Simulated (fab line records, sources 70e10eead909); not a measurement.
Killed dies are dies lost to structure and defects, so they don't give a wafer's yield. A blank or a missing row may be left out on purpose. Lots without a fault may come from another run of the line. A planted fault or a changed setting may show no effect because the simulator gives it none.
fab line records | flow nand_harc
record lots=12 wafers=36 last_day=33
route steps=1302 shown A_CONTACT@1017 THIN_TSV@1261 END@1302
lots that met no fault: from a run of the same line without faults
start_h: hours from the record's first day to the start of the lot's first wafer shown | wait_h: hours since the lot's step before | " the same as in the row above | L1.1+2: a row that stands for several wafers | - no value, or no start given | * or withheld: withheld | < > ~ a bound
route shown NAME@n: a module of which the file shows steps, and the number in the route of the first | usual: mean/standard deviation of fault-free wafers | same: alike in all rows | chamber/n: place in a boat | sites: the reading at each site | _std_site: their standard deviation | _edge_site: outer sites' mean less inner sites' | radius_mm: how far each site lies from the wafer's centre | mask NAME#n: copy n | behind: the tool/chamber that last shaped the wafer | hold: why the lot was held/for how many hours/how that ended | device: the transistor (n, p or np) that didn't switch | end of line: the same wafers' tests at the end of the route | a step without rows: its recipe alone | killed: dies lost to structure and defects at the first sort, not the wafer's yield | map: a wafer's dies, x killed, . not, _ none there
set.NAME: the setting as run; set.NAME@STEP: as run at that earlier step | model.NAME: the simulator's own value behind a step, which no gauge read
steps of the route over a sample of lots; a table a step, a row a wafer
services: from which hour (start_h, from the record's first day; less than 0 if before it) a tool's chamber was out of use, for how many hours, and why
## steps
# step NHARC_A_CONTACT_ETCH_123
# recipe source_w=withheld pressure_mtorr=20 bias_v=400 time_s=490 target_depth_a=21100 ar_flow_sccm=withheld c4f8_flow_sccm=11.5 o2_flow_sccm=7.2 chemistry=C4F8/O2/Ar
# usual oes_air_line_au=0.997/0.02
# columns lot.wafer tool chamber start_h wait_h oes_air_line_au rf_hours_counter_h
L174.1 har_cap_etch-01 1 494.95 0.3 1.005 129
L174.4 " 0 " " 0.988 -
L174.5 " 1 " " 1.012 -
L175.1 har_cap_etch-03 1 504.59 0.1 0.964 44
L175.4 " 1 " " 1.010 -
L175.5 " 0 " " 1.000 -
L176.1 har_cap_etch-03 0 526.62 0.1 1.032 48
L176.3 " 1 " " 0.969 -
L176.5 " 1 " " 0.955 -
L177.1 har_cap_etch-02 1 534.77 0.1 0.989 90
L177.3 " 1 " " 1.000 -
L177.4 " 0 " " 1.012 -
L186.2 har_cap_etch-03 0 618.47 0.2 1.010 64
L186.4 " 0 " " 1.000 -
L186.6 " 1 " " 1.028 -
L187.2 har_cap_etch-03 0 632.34 0.1 0.982 66
L187.4 " 1 " " 1.041 -
L187.5 " 0 " " 0.966 -
L190.2 har_cap_etch-02 1 649.50 0.2 1.027 111
L190.3 " 1 " " 0.982 -
L190.6 " 0 " " 1.003 -
L193.1 har_cap_etch-01 0 667.14 0.1 0.997 30
L193.4 " 0 " " 0.993 -
L193.5 " 1 " " 1.007 -
L192.3 har_cap_etch-02 0 671.88 0.3 0.972 -
L192.5 " 1 " " 0.987 -
L192.6 " 0 " " 0.980 -
L194.4 har_cap_etch-02 0 694.83 0.3 1.000 -
L194.6 " 1 " " 1.024 -
L194.5 " 0 " " 0.955 -
L196.2 har_cap_etch-02 1 709.23 0.1 0.995 122
L196.1 " 0 " " 1.008 122
L196.6 " 1 " " 0.983 -
L197.1 har_cap_etch-01 1 721.40 0.1 1.011 38
L197.3 " 0 " " 1.014 -
L197.5 " 1 " " 1.046 -
# step NHARC_THIN_TSV_DESCUM_14
# recipe time_s=3 o2_flow_sccm=200 ar_flow_sccm=0 bias_power_w=0 chemistry=O2
# usual drypump_motor_current_A=5.8/0.51 o2_flow_sccm=200.0/0.6 oes_product_au=0.998/0.0092 rf_vpp_V=57.6/0.94 showerhead_plenum_p_Torr=1.91/0.08 throttle_valve_pct=11.310/0.0088
# columns lot.wafer tool chamber start_h wait_h drypump_motor_current_A o2_flow_sccm oes_product_au rf_hours_counter_h rf_vpp_V showerhead_plenum_p_Torr throttle_valve_pct
L174.1 rie_diel-11 1 548.19 - 6.2 200.3 0.983 8.8 58.0 1.98 11.322
L174.4 " 1 " " 6.2 199.9 0.988 - 57.6 1.98 11.315
L174.5 " 0 " " 5.9 199.5 0.998 - 58.3 1.81 11.314
L175.1 rie_diel-07 3 553.20 - 5.5 201.0 0.980 2.4 57.1 1.87 11.306
L175.4 " 1 " " 6.7 199.1 1.000 2.5 58.2 2.00 11.332
L175.5 " 0 " " 5.1 200.6 1.007 - 58.3 1.90 11.320
L176.3 rie_diel-07 3 583.08 - 5.5 200.8 0.984 4.3 58.0 1.87 11.303
L176.1 " 1 " " 6.7 200.8 1.008 4.5 58.3 2.00 11.299
L176.5 " 0 " " 5.1 199.5 1.008 - 56.6 1.90 11.314
L177.1 rie_diel-07 1 589.82 - 6.7 200.1 1.001 4.8 58.4 2.00 11.309
L177.3 " 2 " " 5.9 200.3 0.990 4.8 55.9 1.91 11.307
L177.4 " 0 " " 5.0 199.4 1.011 4.8 57.5 1.90 11.321
L186.2 rie_diel-11 1 668.88 - 6.2 200.2 0.997 2.8 57.3 1.97 11.306
L186.4 " 3 " " 5.2 200.0 0.986 2.6 57.7 1.81 11.306
L186.6 " 1 " " 6.2 200.2 0.980 - 56.8 1.97 11.303
L187.4 rie_diel-11 3 681.78 - 5.2 199.6 0.994 3.5 57.0 1.81 11.326
L187.2 " 0 " " 5.8 200.0 0.988 3.3 57.3 1.81 11.314
L187.5 " 0 " " 5.9 200.7 0.984 - 56.9 1.81 11.320
L190.2 rie_diel-11 2 699.63 - 5.6 199.4 1.010 5.1 59.2 2.05 11.300
L190.3 " 1 " " 6.2 199.3 0.997 4.9 59.3 1.97 11.305
L190.6 " 3 " " 5.2 200.0 0.985 - 56.4 1.81 11.319
L193.1 rie_diel-11 0 717.19 - 5.9 200.6 0.988 5.6 56.6 1.81 11.318
L193.4 " 1 " " 6.1 199.8 0.994 6.1 58.4 1.97 11.313
L193.5 " 2 " " 5.7 199.9 1.017 - 59.9 2.05 11.304
L192.3 rie_diel-07 0 721.29 - 5.1 199.7 0.993 3.9 57.3 1.90 11.310
L192.6 " 2 " " 6.0 200.3 0.995 - 56.7 1.91 11.316
L192.5 " 3 " " 5.5 199.2 1.002 - 56.6 1.86 11.332
L194.4 rie_diel-09 2 746.60 - 5.5 199.9 1.006 2.4 57.2 1.79 11.309
L194.6 " 0 " " 6.4 199.3 1.004 - 56.6 1.86 11.302
L194.5 " 1 " " 5.7 201.0 0.993 - 57.6 1.78 11.309
L196.1 rie_diel-11 1 759.25 - 6.1 200.0 0.996 8.8 58.8 1.97 11.307
L196.2 " 0 " " 5.8 199.3 0.988 8.2 57.3 1.80 11.291
L196.6 " 1 " " 6.2 200.8 1.006 - 55.7 1.97 11.324
L197.1 rie_diel-07 0 774.05 - 5.1 200.2 0.991 6.2 56.3 1.90 11.314
L197.3 " 1 " " 6.8 200.3 1.021 5.5 57.4 2.00 11.317
L197.5 " 2 " " 6.0 199.6 0.998 - 56.6 1.91 11.307
# step NHARC_THIN_TSV_ANNEAL_52
# recipe temp_c=225 time_s=90
# usual wafer_temp_C_max=226.0/0.49
# columns lot.wafer tool chamber start_h wait_h wafer_temp_C_max
L174.1 rtp_anneal-01 0 552.57 0.6 225.4
L174.4 " 0 " " 225.5
L174.5 " 0 " " 225.6
L175.1 rtp_anneal-02 0 557.72 0.5 226.8
L175.4 " 0 " " 226.5
L175.5 " 0 " " 226.2
L176.1 rtp_anneal-02 0 587.18 0.6 225.8
L176.3 " 0 " " 226.5
L176.5 " 0 " " 226.5
L177.1 rtp_anneal-01 0 593.84 0.8 226.0
L177.3 " 0 " " 225.9
L177.4 " 0 " " 225.5
L186.2 rtp_anneal-02 0 672.81 0.6 226.8
L186.4 " 0 " " 226.7
L186.6 " 0 " " 226.2
L187.2 rtp_anneal-02 0 685.62 0.6 226.1
L187.4 " 0 " " 226.8
L187.5 " 0 " " 226.7
L190.2 rtp_anneal-01 0 703.57 0.7 225.3
L190.3 " 0 " " 225.6
L190.6 " 0 " " 225.7
L193.1 rtp_anneal-02 0 720.97 0.5 226.4
L193.4 " 0 " " 226.8
L193.5 " 0 " " 226.8
L192.3 rtp_anneal-01 0 725.38 0.4 225.7
L192.5 " 0 " " 225.8
L192.6 " 0 " " 225.7
L194.4 rtp_anneal-01 0 750.53 0.6 225.2
L194.5 " 0 " " 225.1
L194.6 " 0 " " 225.4
L196.1 rtp_anneal-02 0 763.04 0.6 226.2
L196.2 " 0 " " 226.4
L196.6 " 0 " " 226.8
L197.1 rtp_anneal-01 0 778.14 0.6 225.5
L197.3 " 0 " " 225.4
L197.5 " 0 " " 225.4
# step NHARC_THIN_TSV_DESCUM_35
# recipe time_s=3 o2_flow_sccm=200 ar_flow_sccm=0 bias_power_w=0 chemistry=O2
# usual drypump_motor_current_A=5.8/0.49 o2_flow_sccm=200.0/0.62 oes_product_au=0.997/0.0089 rf_vpp_V=57.8/0.86 showerhead_plenum_p_Torr=1.91/0.088 throttle_valve_pct=11.311/0.0093
# columns lot.wafer tool chamber start_h wait_h drypump_motor_current_A o2_flow_sccm oes_product_au rf_hours_counter_h rf_vpp_V showerhead_plenum_p_Torr throttle_valve_pct
L174.1 rie_diel-11 0 554.70 - 5.8 200.5 0.995 10 57.5 1.81 11.299
L174.4 " 0 " " 5.8 200.2 1.003 - 57.3 1.81 11.316
L174.5 " 1 " " 6.2 200.0 0.991 - 58.8 1.98 11.320
L175.1 rie_diel-07 2 559.72 - 6.0 199.9 1.003 3 58.3 1.91 11.305
L175.4 " 3 " " 5.5 200.6 0.987 3 56.4 1.87 11.319
L175.5 " 2 " " 6.0 201.0 0.990 - 57.2 1.91 11.316
L176.1 rie_diel-11 3 589.29 - 5.2 200.2 0.999 12 55.8 1.82 11.310
L176.3 " 1 " " 6.1 200.2 0.991 14 58.4 1.98 11.301
L176.5 " 0 " " 5.9 198.9 0.995 - 58.6 1.81 11.314
L177.3 rie_diel-11 2 595.83 - 5.7 199.4 0.982 9 60.4 2.05 11.323
L177.4 " 3 " " 5.2 199.9 0.987 12 58.7 1.82 11.320
L177.1 " 1 " " 6.1 199.4 0.987 14 56.2 1.98 11.293
L186.2 rie_diel-07 2 674.88 - 5.9 200.2 0.993 1 57.2 1.91 11.316
L186.4 " 0 " " 5.0 200.9 0.998 1 59.5 1.90 11.308
L186.6 " 1 " " 6.7 200.7 1.008 - 57.1 2.00 11.301
L187.2 rie_diel-07 1 687.55 - 6.7 199.8 1.014 1 58.7 2.00 11.313
L187.4 " 2 " " 5.9 200.3 1.003 2 57.7 1.91 11.314
L187.5 " 0 " " 5.1 201.3 1.007 - 56.3 1.90 11.296
L190.2 rie_diel-11 3 705.49 - 5.2 199.8 0.993 5 58.1 1.81 11.298
L190.3 " 2 " " 5.7 198.6 1.006 6 58.5 2.05 11.321
L190.6 " 3 " " 5.2 199.1 1.001 - 57.5 1.81 11.317
L193.1 rie_diel-09 3 723.09 - 5.4 200.2 0.995 1 58.2 2.05 11.308
L193.4 " 1 " " 5.7 199.9 0.978 2 56.3 1.78 11.301
L193.5 " 3 " " 5.4 199.4 0.985 - 59.6 2.05 11.304
L192.3 rie_diel-11 0 727.37 - 5.8 200.1 0.986 6 58.3 1.80 11.299
L192.6 " 0 " " 5.8 200.2 0.988 - 57.4 1.80 11.318
L192.5 " 1 " " 6.2 200.5 0.992 - 58.6 1.97 11.306
L194.4 rie_diel-11 1 752.49 - 6.2 199.2 0.994 8 58.4 1.97 11.309
L194.6 " 1 " " 6.2 200.3 0.998 - 56.5 1.97 11.340
L194.5 " 2 " " 5.7 200.8 1.007 - 57.7 2.04 11.321
L196.2 rie_diel-09 3 765.14 - 5.4 199.6 0.990 2 56.2 2.05 11.317
L196.1 " 1 " " 5.7 199.4 0.986 3 57.2 1.78 11.319
L196.6 " 0 " " 6.4 200.2 1.005 - 58.2 1.86 11.292
L197.1 rie_diel-09 1 780.24 - 5.7 198.3 0.983 4 56.3 1.78 11.314
L197.3 " 0 " " 6.4 199.7 1.010 4 56.6 1.86 11.303
L197.5 " 1 " " 5.7 198.5 0.988 - 57.8 1.78 11.322
# step NHARC_END_SORT_01
# recipe temp_c=25
# usual killed_at_array=55/19 killed_at_other=0.6/0.99 killed_at_periphery=4.2/2.6 killed_dies=60/18 killed_open=3.4/1.7 killed_short=2.3/1.5
# same gross_dies=677
# columns lot.wafer tool chamber start_h wait_h killed_at_array killed_at_other killed_at_periphery killed_dies killed_open killed_short
L186.2 prober-01 0 683.17 2.8 118 0 0 118 3 0
L186.4 prober-01 0 684.77 3.4 126 0 3 129 1 3
L186.6 prober-01 0 686.36 4.0 83 0 3 86 2 5
L187.2 prober-01 0 697.31 2.8 134 0 2 136 1 4
L187.4 prober-01 0 698.91 3.4 113 0 2 115 4 3
L187.5 prober-01 0 699.71 3.7 140 0 3 143 5 0
# killed by level:class
L186.2 A_CONTACT:unspecified=91 A_CHANNEL_HOLE_D2:chamber_film_flake=15 A_SLIT:chamber_film_flake=4 A_CHANNEL_HOLE_D1:chamber_film_flake=2 A_STAIRCASE:chamber_film_flake=2 A_ONON_D1:geometric_particle:open=1 A_BLC:geometric_particle:open=1 A_M0:geometric_particle:open=1
L186.4 A_CONTACT:unspecified=90 A_CHANNEL_HOLE_D2:chamber_film_flake=17 A_CHANNEL_HOLE_D1:chamber_film_flake=11 P_CONTACT:chamber_film_flake=2 A_STAIRCASE:chamber_film_flake=2 A_SLIT:chamber_film_flake=2 A_ONON_D1:geometric_particle:open=1 A_CHANNEL_FILL_D1:geometric_particle:short=1
L186.6 A_CONTACT:unspecified=47 A_CHANNEL_HOLE_D2:chamber_film_flake=20 A_CHANNEL_HOLE_D1:chamber_film_flake=3 A_ONON_D1:geometric_particle:short=2 A_WL_FILL:geometric_particle:short=2 P_M0:chamber_film_flake=2 A_SLIT:chamber_film_flake=2 A_BONDPAD:chamber_film_flake=2
L187.2 A_CONTACT:unspecified=79 A_CHANNEL_HOLE_D1:chamber_film_flake=20 A_CHANNEL_HOLE_D2:chamber_film_flake=16 A_CONTACT:chamber_film_flake=5 A_SLIT:chamber_film_flake=3 A_WL_FILL:geometric_particle:short=2 P_ZERO_WELL:chamber_film_flake=2 A_WL_FILL:chamber_film_flake=2
L187.4 A_CONTACT:unspecified=50 A_CHANNEL_HOLE_D1:chamber_film_flake=33 A_CHANNEL_HOLE_D2:chamber_film_flake=16 A_WL_FILL:geometric_particle:open=2 A_CHANNEL_FILL_D2:chamber_film_flake=2 A_WL_FILL:chamber_film_flake=2 A_M0:chamber_film_flake=2 P_CONTACT:geometric_particle:short=1
L187.5 A_CONTACT:unspecified=87 A_CHANNEL_HOLE_D1:chamber_film_flake=19 A_CHANNEL_HOLE_D2:chamber_film_flake=17 A_M0:chamber_film_flake=4 A_WL_FILL:chamber_film_flake=2 A_CHANNEL_FILL_D1:chamber_film_flake=2 A_SLIT:chamber_film_flake=2 P_M0:geometric_particle:open=1
## services
# columns tool chamber start_h hours kind
rie_diel-07 - 471.23 9.0 pm
rie_diel-11 2 480.83 24.2 repair
har_cap_etch-01 - 497.00 17.0 pm
rie_diel-09 - 497.13 9.0 pm
rie_diel-11 2 520.65 6.3 repair
rie_diel-11 3 535.36 21.3 repair
rie_diel-11 2 539.79 16.3 repair
rie_diel-11 - 541.86 1.2 repair
har_cap_etch-03 - 577.37 0.2 repair
rie_diel-07 0 601.91 3.2 repair
rie_diel-11 - 609.50 9.0 pm
har_cap_etch-02 - 610.61 0.9 repair
har_cap_etch-02 - 623.70 0.3 repair
rie_diel-07 - 648.23 9.0 pm
rie_diel-07 1 669.77 2.2 repair
rie_diel-09 - 674.13 9.0 pm
rie_diel-11 - 675.27 3.4 repair
rie_diel-09 3 712.17 6.4 repair
rie_diel-09 1 728.40 2.9 repair
rie_diel-09 3 733.17 5.3 repair
rtp_anneal-02 - 744.00 12.0 pm
har_cap_etch-02 - 754.00 17.0 pm
har_cap_etch-01 - 763.61 1.1 repair
rie_diel-09 - 764.14 0.4 repair
## key
first_sign step=NHARC_END_SORT_01 reading=killed_at_array direction=up sigmas=3.4 usual=55 struck=119
effect step=NHARC_END_SORT_01 reading=killed_dies direction=up sigmas=3.3 usual=60 struck=121
more_kills_born_at NHARC_A_CONTACT_ETCH_123@har_cap_etch-03=441
met_at NHARC_A_CONTACT_ETCH_123
struck_lots L186,L187
tester_left_out L186,L187
not_acting_at NHARC_THIN_TSV_DESCUM_14,NHARC_THIN_TSV_ANNEAL_52,NHARC_THIN_TSV_DESCUM_35
onset_between 526.62 618.47
fault kind=chamber_particle_source tool=har_cap_etch-03 chamber=- onset_h=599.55 steps=NHARC_A_CONTACT_ETCH_123 rate_per_visit_cm2=1.4136 end_h=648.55
# tester_left_out: of these lots the tester's yield and bins aren't shown, on N5 and GAA mostly nor the transistor test; their killed dies are dies lost to structure and defects alone, not to doping, threshold or leakage, so they don't give the yield
